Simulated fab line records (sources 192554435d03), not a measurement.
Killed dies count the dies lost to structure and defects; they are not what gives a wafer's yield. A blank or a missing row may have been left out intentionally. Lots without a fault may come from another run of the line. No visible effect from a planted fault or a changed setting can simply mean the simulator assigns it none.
Split-lot trial || flow n5-finfet || route with 1938 steps; 7 lots, 21 wafers read

== ABOUT THE SPLIT ==
At N5_BEOL_M7_DEP_56 (deposits SiCN from 3MS/NH3, target thk 10 nm, time 17.5 s), the setting time-s was moved away from the recipe's 17.5 s on 6 of the 21 wafers read, by -13.2% to +14.5%. This setting was run at the recipe's value on the other wafers.

The reading is taken at the split's own step.

== THE READING ==
SiCN_of_BEOL_M7_DEP_56.thk-nm (the simulator's own value, which no gauge read), in nm, at N5_BEOL_M7_DEP_56 (deposits SiCN from 3MS/NH3, target thk 10 nm, time 17.5 s). The file does not state a usual value for it. Across the 15 wafers here that went through the recipe, the average is 10.1 nm and the standard deviation 0.15 nm.

{"wafer": "L078.1", "tool, chamber at the split": "pecvd-04, 1", "time-s as run, s": 17.5, "against the recipe": "recipe", "SiCN_of_BEOL_M7_DEP_56.thk-nm, nm": 10, "against lot-mates on the recipe": "-"}
{"wafer": "L078.3", "tool, chamber at the split": "pecvd-04, 2", "time-s as run, s": 19.97, "against the recipe": "+14.1%", "SiCN_of_BEOL_M7_DEP_56.thk-nm, nm": 11.2, "against lot-mates on the recipe": "+1.2"}
{"wafer": "L078.6", "tool, chamber at the split": "pecvd-04, 0", "time-s as run, s": 19.97, "against the recipe": "+14.1%", "SiCN_of_BEOL_M7_DEP_56.thk-nm, nm": 11.4, "against lot-mates on the recipe": "+1.4"}
{"wafer": "L083.1", "tool, chamber at the split": "pecvd-02, 2,0,2", "time-s as run, s": 17.5, "against the recipe": "recipe", "SiCN_of_BEOL_M7_DEP_56.thk-nm, nm": 10, "against lot-mates on the recipe": "-"}
{"wafer": "L083.2", "tool, chamber at the split": "pecvd-02, 2,0,2", "time-s as run, s": 17.5, "against the recipe": "recipe", "SiCN_of_BEOL_M7_DEP_56.thk-nm, nm": 10, "against lot-mates on the recipe": "-"}
{"wafer": "L083.6", "tool, chamber at the split": "pecvd-02, 2,0,2", "time-s as run, s": 17.5, "against the recipe": "recipe", "SiCN_of_BEOL_M7_DEP_56.thk-nm, nm": 10, "against lot-mates on the recipe": "-"}
{"wafer": "L088.4", "tool, chamber at the split": "pecvd-03, 2", "time-s as run, s": 17.5, "against the recipe": "recipe", "SiCN_of_BEOL_M7_DEP_56.thk-nm, nm": 10.2, "against lot-mates on the recipe": "-"}
{"wafer": "L088.5", "tool, chamber at the split": "pecvd-03, 1", "time-s as run, s": 20.03, "against the recipe": "+14.5%", "SiCN_of_BEOL_M7_DEP_56.thk-nm, nm": 11.4, "against lot-mates on the recipe": "+1.2"}
{"wafer": "L088.6", "tool, chamber at the split": "pecvd-03, 0", "time-s as run, s": 20.03, "against the recipe": "+14.5%", "SiCN_of_BEOL_M7_DEP_56.thk-nm, nm": 11.6, "against lot-mates on the recipe": "+1.4"}
{"wafer": "L089.1", "tool, chamber at the split": "pecvd-02, 0", "time-s as run, s": 17.5, "against the recipe": "recipe", "SiCN_of_BEOL_M7_DEP_56.thk-nm, nm": 10.2, "against lot-mates on the recipe": "-"}
{"wafer": "L089.5", "tool, chamber at the split": "pecvd-02, 0", "time-s as run, s": 17.5, "against the recipe": "recipe", "SiCN_of_BEOL_M7_DEP_56.thk-nm, nm": 10.2, "against lot-mates on the recipe": "-"}
{"wafer": "L089.3", "tool, chamber at the split": "pecvd-02, 1", "time-s as run, s": 15.19, "against the recipe": "-13.2%", "SiCN_of_BEOL_M7_DEP_56.thk-nm, nm": 8.8, "against lot-mates on the recipe": -1.4}
{"wafer": "L093.1", "tool, chamber at the split": "pecvd-02, 2", "time-s as run, s": 16.12, "against the recipe": "-7.9%", "SiCN_of_BEOL_M7_DEP_56.thk-nm, nm": 9, "against lot-mates on the recipe": -1.1}
{"wafer": "L093.3", "tool, chamber at the split": "pecvd-02, 0", "time-s as run, s": 17.5, "against the recipe": "recipe", "SiCN_of_BEOL_M7_DEP_56.thk-nm, nm": 10, "against lot-mates on the recipe": "-"}
{"wafer": "L093.6", "tool, chamber at the split": "pecvd-02, 1", "time-s as run, s": 17.5, "against the recipe": "recipe", "SiCN_of_BEOL_M7_DEP_56.thk-nm, nm": 10.2, "against lot-mates on the recipe": "-"}
{"wafer": "L094.1", "tool, chamber at the split": "pecvd-03, 0,2", "time-s as run, s": 17.5, "against the recipe": "recipe", "SiCN_of_BEOL_M7_DEP_56.thk-nm, nm": 9.8, "against lot-mates on the recipe": "-"}
{"wafer": "L094.2", "tool, chamber at the split": "pecvd-03, 0,2", "time-s as run, s": 17.5, "against the recipe": "recipe", "SiCN_of_BEOL_M7_DEP_56.thk-nm, nm": 9.8, "against lot-mates on the recipe": "-"}
{"wafer": "L094.5", "tool, chamber at the split": "pecvd-03, 0", "time-s as run, s": 17.5, "against the recipe": "recipe", "SiCN_of_BEOL_M7_DEP_56.thk-nm, nm": 10, "against lot-mates on the recipe": "-"}
{"wafer": "L096.1", "tool, chamber at the split": "pecvd-02, 0,2", "time-s as run, s": 17.5, "against the recipe": "recipe", "SiCN_of_BEOL_M7_DEP_56.thk-nm, nm": 10, "against lot-mates on the recipe": "-"}
{"wafer": "L096.2", "tool, chamber at the split": "pecvd-02, 0,2", "time-s as run, s": 17.5, "against the recipe": "recipe", "SiCN_of_BEOL_M7_DEP_56.thk-nm, nm": 10, "against lot-mates on the recipe": "-"}
{"wafer": "L096.5", "tool, chamber at the split": "pecvd-02, 0", "time-s as run, s": 17.5, "against the recipe": "recipe", "SiCN_of_BEOL_M7_DEP_56.thk-nm, nm": 10.4, "against lot-mates on the recipe": "-"}
Rows listing several chambers each stand for several wafers; the file does not say which wafer went through which chamber.

THE FIT
A straight line over all 21 wafers: SiCN_of_BEOL_M7_DEP_56.thk-nm changes by +0.0975 nm for each +1% of time-s; r = +0.97; the points scatter about the line by 0.16 nm.
The same after taking each lot's own level away (the mean of its wafers on the recipe; 21 wafers): +0.0977 nm for each +1%; r = +0.98; scatter 0.13 nm.
According to that fit, moving time-s by its largest amount changes the reading by 1.4 nm.
From 9.87 to 10.20 nm: that is the span of the lots' own levels, equal to 2.2 times the standard deviation above.
The two slopes are in agreement: the lot-to-lot level therefore moves the slope only a little.
Check: with one of the wafers moved furthest among these (+14.5%) left out of the fit, the line predicts +1.42 nm for it against its lot-mates. Against them it came out at +1.2 nm.

== THE OTHER SPLITS THESE WAFERS WENT THROUGH ==
Other splits were also applied to these wafers ahead of the reading. Each is held against what the fit with the lots' levels taken away leaves over:
{"other split on the same wafers": "N5_BEOL_M5_ETCH_72 source-w", "wafers away from the commonest value": 6, "r with SiCN_of_BEOL_M7_DEP_56.thk-nm (lot level and that fit taken away)": -0.07}
{"other split on the same wafers": "N5_BEOL_M5_SPUTTER_48 time-s", "wafers away from the commonest value": 8, "r with SiCN_of_BEOL_M7_DEP_56.thk-nm (lot level and that fit taken away)": -0.05}
{"other split on the same wafers": "N5_BEOL_M6_ETCH_41 time-s", "wafers away from the commonest value": 4, "r with SiCN_of_BEOL_M7_DEP_56.thk-nm (lot level and that fit taken away)": "+0.09"}

== FILE'S OWN FIT ==
SiCN_of_BEOL_M7_DEP_56.thk-nm changes by +0.0997 nm for each +1% of time-s, r = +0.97.
